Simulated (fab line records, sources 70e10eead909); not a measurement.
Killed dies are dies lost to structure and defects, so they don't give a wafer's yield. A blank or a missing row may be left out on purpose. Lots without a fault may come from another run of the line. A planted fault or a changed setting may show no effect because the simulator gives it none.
Chamber matching | flow nand_harc | NHARC_P_BONDPAD_ETCH_37 on rie_diel-02: 4 sister chambers
The step etches the open film in N2/H2, target depth 60 nm, overetch 18 nm, time 65.91 s. 4 wafers are shown with their chamber, then 7 later ones without.

WAFERS WITH THEIR CHAMBER
wafer  | chamber | drypump_motor_current_A (A)
L091.1 | 2       | 5.2
L091.4 | 3       | 5.8
L094.2 | 0       | 6.3
L094.3 | 1       | 5.2

WAFERS WITHOUT THEIR CHAMBER
wafer  | drypump_motor_current_A (A)
L094.4 | 5.1
L095.1 | 5.8
L095.2 | 5.2
L095.3 | 5.1
L096.1 | 5.3
L096.2 | 5.9
L096.5 | 5.2

WHICH CHAMBER EACH WENT THROUGH
wafer  | from the rows above     | in truth
L094.4 | can't be placed: 1 or 2 | 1
L095.1 | 3                       | 3
L095.2 | can't be placed: 1 or 2 | 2
L095.3 | can't be placed: 1 or 2 | 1
L096.1 | can't be placed: 1 or 2 | 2
L096.2 | 3                       | 3
L096.5 | can't be placed: 1 or 2 | 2
Placed correctly: 2 of 7. Can't be placed from these rows: 5 (the true chamber is among the candidates in 5). Placed wrongly: 0.
How it was worked out, from the rows above alone: a wafer's distance from a chamber is the root of the sum, over the readings, of the square of ((its reading less the chamber's mean) divided by the reading's scatter). The wafer belongs to the nearest chamber; if the next one is less than 2 further off, it can't be placed. A chamber's mean is the mean of its shown wafers. The scatter: with one shown wafer a chamber, the root of the mean of the squares of how far each hidden wafer lies from its nearest shown one.
